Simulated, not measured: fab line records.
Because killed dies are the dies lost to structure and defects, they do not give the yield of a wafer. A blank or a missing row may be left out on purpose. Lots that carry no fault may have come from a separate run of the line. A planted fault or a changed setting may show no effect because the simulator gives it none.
Matching of chambers -- flow n5_finfet -- N5_BEOL_M0_SAQP_HM_DEP_111 on pecvd-02: 3 sister chambers
The step deposits SiO2 from SiH4/N2O, target thk 12 nm, time 7.2 s. 3 wafers are shown with their chamber, then 10 later ones without.

== EACH WAFER AND ITS CHAMBER ==
wafer,chamber,showerhead_plenum_p_Torr (Torr)
L085.6,2,7.91
L088.1,1,8.01
L088.2,0,8.27

== WAFERS WITH NO CHAMBER GIVEN ==
wafer,showerhead_plenum_p_Torr (Torr)
L088.5,7.89
L092.2,8.26
L092.3,7.91
L092.5,7.91
L097.1,8.26
L097.2,7.91
L097.3,8.00
L097.4,8.28
L097.5,7.88
L097.6,8.01

== WHICH CHAMBER EACH ONE RAN IN ==
wafer,from the rows above,in truth
L088.5,2,2
L092.2,0,0
L092.3,2,2
L092.5,2,2
L097.1,0,0
L097.2,2,2
L097.3,1,1
L097.4,0,0
L097.5,2,2
L097.6,1,1
Correct placement for 10 of the 10. From these rows, 0 cannot be placed. 0 placed wrongly.
How it was worked out, from the rows above alone: a wafer's distance from a chamber is the root of the sum, over the readings, of the square of ((its reading less the chamber's mean) divided by the reading's scatter). The wafer belongs to the nearest chamber; if the next one is less than 2 further off, it can't be placed. A chamber's mean is the mean of its shown wafers. The scatter: root of mean squared gap, hidden wafer to nearest shown wafer, with one shown wafer a chamber.
